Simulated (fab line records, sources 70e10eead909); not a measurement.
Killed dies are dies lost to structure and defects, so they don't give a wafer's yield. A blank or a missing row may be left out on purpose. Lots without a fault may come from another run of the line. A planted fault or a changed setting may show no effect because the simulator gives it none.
Which tool did it? | flow nand_harc | 13 lots, 37 wafers sampled, at 5 steps of a route of 1302

WHAT THE GAUGES READ, wafer by wafer
NHARC_A_SIN_REMOVE_INSPECT_04. Usual: raw_defect_count 371, standard deviation 87.
lot  | measured     | on                | raw_defect_count | flag
L782 | day 20 00:43 | defect_inspect-01 | 394 345 334      |
L785 | day 21 17:19 | defect_inspect-02 | 393 383 315      |
L786 | day 21 22:01 | defect_inspect-02 | 463 523 441      |
L788 | day 22 12:08 | defect_inspect-02 | 462 293 440      |
L790 | day 23 16:30 | defect_inspect-02 | 242 313 249      |
L794 | day 25 03:05 | defect_inspect-01 | 375 316          |
L795 | day 26 12:02 | defect_inspect-02 | 278 266 352      |
L798 | day 26 21:52 | defect_inspect-01 | 369 527          |
L800 | day 27 19:24 | defect_inspect-01 | 250 238 182      |
L802 | day 28 13:01 | defect_inspect-02 | 352 339 289      |
L803 | day 28 22:01 | defect_inspect-01 | 288 329 301      |
L805 | day 29 14:29 | defect_inspect-01 | 341 361 312      |
L804 | day 29 14:29 | defect_inspect-02 | 322 353 633      |

NHARC_END_SORT_01. Usual: killed_at_array 56, standard deviation 20; killed_at_other 0.9, standard deviation 1.1; killed_at_periphery 3.7, standard deviation 3; killed_dies 61, standard deviation 21; killed_open 2.9, standard deviation 1.6; killed_short 2.6, standard deviation 1.4.
lot  | measured     | on        | killed_at_array | killed_at_other | killed_at_periphery | killed_dies | killed_open | killed_short | flag
L794 | day 29 07:29 | prober-02 | 37 49           | 1 1             | 2 2                 | 40 52       | 3 4         | 2 3          |

WHICH TOOL RAN EACH LOT (tool, then ch and the chambers of the sampled wafers, then the start)
lot  | NHARC_A_WL_FILL_ALD_10           | NHARC_A_WL_FILL_ETCHBACK_17       | NHARC_A_WL_FILL_ALD_19
L782 | ald_hk-01 ch 1,2,3, day 20 08:23 | rie_metal-02 ch 0,1, day 20 12:43 | ald_metal-01 ch 0,2,3, day 20 18:08
L785 | ald_hk-02 ch 0,1,2, day 22 04:20 | rie_metal-03 ch 0,1, day 22 07:37 | ald_metal-02 ch 0,1,3, day 22 13:04
L786 | ald_hk-01 ch 0,2,3, day 22 03:18 | rie_metal-02 ch 0,1, day 22 07:36 | ald_metal-03 ch 1,2,3, day 22 13:01
L788 | ald_hk-01 ch 0,1,3, day 22 19:56 | rie_metal-02 ch 0,1, day 22 23:46 | ald_metal-02 ch 1,2, day 23 06:06
L790 | ald_hk-02 ch 0,2, day 24 00:55   | rie_metal-03 ch 1, day 24 05:15   | ald_metal-01 ch 0,1, day 24 10:43
L794 | ald_hk-01 ch 1,2, day 25 14:20   | rie_metal-03 ch 0,1, day 25 18:10 | ald_metal-03 ch 2,3, day 25 23:43
L795 | ald_hk-01 ch 2,3, day 26 22:59   | rie_metal-01 ch 0,1, day 27 03:25 | ald_metal-01 ch 0,1,3, day 27 08:55
L798 | ald_hk-01 ch 2,3, day 27 06:03   | rie_metal-01 ch 1, day 27 09:20   | ald_metal-03 ch 2,3, day 27 14:49
L800 | ald_hk-02 ch 0,2, day 28 04:04   | rie_metal-01 ch 0,1, day 28 08:23 | ald_metal-02 ch 0,1,2, day 28 13:49
L802 | ald_hk-02 ch 0,3, day 28 21:28   | rie_metal-01 ch 0,1, day 29 02:19 | ald_metal-03 ch 2,3, day 29 06:19
L803 | ald_hk-02 ch 0,1,3, day 29 08:35 | rie_metal-03 ch 0,1, day 29 13:22 | ald_metal-02 ch 0,2,3, day 29 19:07
L805 | ald_hk-03 ch 0,1, day 29 22:01   | rie_metal-02 ch 0, day 30 02:20   | ald_metal-01 ch 0,3, day 30 07:43
L804 | ald_hk-01 ch 0,2,3, day 29 22:32 | rie_metal-01 ch 0,1, day 30 02:22 | ald_metal-03 ch 1,2, day 30 07:44
- NHARC_A_WL_FILL_ALD_10: deposits SiO2, target thk 50 nm, pulse time 10 s, ald cycles 500.
- NHARC_A_WL_FILL_ETCHBACK_17: etches the open film in Cl2/BCl3, target depth 4 nm, time 26.7 s.
- NHARC_A_WL_FILL_ALD_19: deposits TiN, target thk 2 nm, pulse time 3 s, ald cycles 100.

WHAT THE TOOLS THEMSELVES READ (means of the sampled wafers that have a number; where no wafer has one, the mark that the record gives instead)
NHARC_A_WL_FILL_ALD_10. Usual: heater_power_w 484 W, standard deviation 57; precursor_pulse_height_rel 0.999, standard deviation 0.021.
lot  | tool      | heater_power_w (W) | precursor_pulse_height_rel | flag
L782 | ald_hk-01 | 534                | 0.986                      |
L785 | ald_hk-02 | 454                | 1.008                      |
L786 | ald_hk-01 | 501                | 1.016                      |
L788 | ald_hk-01 | 503                | 1.000                      |
L790 | ald_hk-02 | 469                | 1.002                      |
L794 | ald_hk-01 | 578                | 0.993                      |
L795 | ald_hk-01 | 493                | 1.018                      |
L798 | ald_hk-01 | 510                | 0.993                      |
L800 | ald_hk-02 | 471                | 0.990                      |
L802 | ald_hk-02 | 431                | 0.998                      |
L803 | ald_hk-02 | 437                | 1.000                      |
L805 | ald_hk-03 | 487                | 0.997                      |
L804 | ald_hk-01 | 491                | 0.991                      |

NHARC_A_WL_FILL_ETCHBACK_17. Usual: chamber_pressure_mTorr 9.999 mTorr, standard deviation 0.0092; drypump_motor_current_A 6.0 A, standard deviation 0.57; he_backside_leak_sccm 3.49 sccm, standard deviation 0.26; oes_product_au 1.003 a.u., standard deviation 0.012.
lot  | tool         | chamber_pressure_mTorr (mTorr) | drypump_motor_current_A (A) | he_backside_leak_sccm (sccm) | oes_product_au (a.u.) | flag
L782 | rie_metal-02 | 9.998                          | 6.3                         | 3.39                         | 0.998                 |
L785 | rie_metal-03 | 10.002                         | 5.4                         | 3.52                         | 1.009                 |
L786 | rie_metal-02 | 10.000                         | 6.4                         | 3.46                         | 0.989                 |
L788 | rie_metal-02 | 9.997                          | 6.3                         | 3.33                         | 0.990                 |
L790 | rie_metal-03 | 10.003                         | 4.9                         | 3.35                         | 1.023                 |
L794 | rie_metal-03 | 10.000                         | 5.3                         | 3.58                         | 0.999                 |
L795 | rie_metal-01 | 10.008                         | 6.4                         | 3.52                         | 1.000                 |
L798 | rie_metal-01 | 10.005                         | 6.2                         | 3.45                         | 0.994                 |
L800 | rie_metal-01 | 9.995                          | 6.5                         | 3.30                         | 1.005                 |
L802 | rie_metal-01 | 9.998                          | 6.4                         | 3.40                         | 0.999                 |
L803 | rie_metal-03 | 9.992                          | 5.2                         | 3.38                         | 1.005                 |
L805 | rie_metal-02 | 10.001                         | 6.2                         | 3.65                         | 1.008                 |
L804 | rie_metal-01 | 9.992                          | 6.4                         | 3.49                         | 1.003                 |

NHARC_A_WL_FILL_ALD_19. Usual: heater_power_w 1098 W, standard deviation 140; precursor_pulse_height_rel 1.000, standard deviation 0.021.
lot  | tool         | heater_power_w (W) | precursor_pulse_height_rel | flag
L782 | ald_metal-01 | 1046               | 0.991                      |
L785 | ald_metal-02 | 1203               | 0.994                      |
L786 | ald_metal-03 | 1019               | 0.996                      |
L788 | ald_metal-02 | 1207               | 1.001                      |
L790 | ald_metal-01 | 1072               | 1.014                      |
L794 | ald_metal-03 | 884                | 0.999                      |
L795 | ald_metal-01 | 1112               | 1.022                      |
L798 | ald_metal-03 | 888                | 0.996                      |
L800 | ald_metal-02 | 1169               | 0.989                      |
L802 | ald_metal-03 | 943                | 0.985                      |
L803 | ald_metal-02 | 1098               | 1.005                      |
L805 | ald_metal-01 | 1121               | 1.008                      |
L804 | ald_metal-03 | 932                | 0.992                      |

THE ANSWER, worked out from the rows above alone
Rule: a lot is off if the mean of its wafers that have a number lies more than 3 standard deviations from the usual mean. A lot without any number at a reading at which 4 lots or more have one is off too. The other lots that the step has rows for count as sound. The gauges are gone through in route order, then the tools' own readings, and for those a lot's mean is taken as printed above. The first step at which some lot is off is used, and at that step the reading that is off furthest; a lot without a number counts as furthest.
No lot is off at any reading shown: from this, nothing can be told.

WHAT THE SIMULATOR HAD PUT IN
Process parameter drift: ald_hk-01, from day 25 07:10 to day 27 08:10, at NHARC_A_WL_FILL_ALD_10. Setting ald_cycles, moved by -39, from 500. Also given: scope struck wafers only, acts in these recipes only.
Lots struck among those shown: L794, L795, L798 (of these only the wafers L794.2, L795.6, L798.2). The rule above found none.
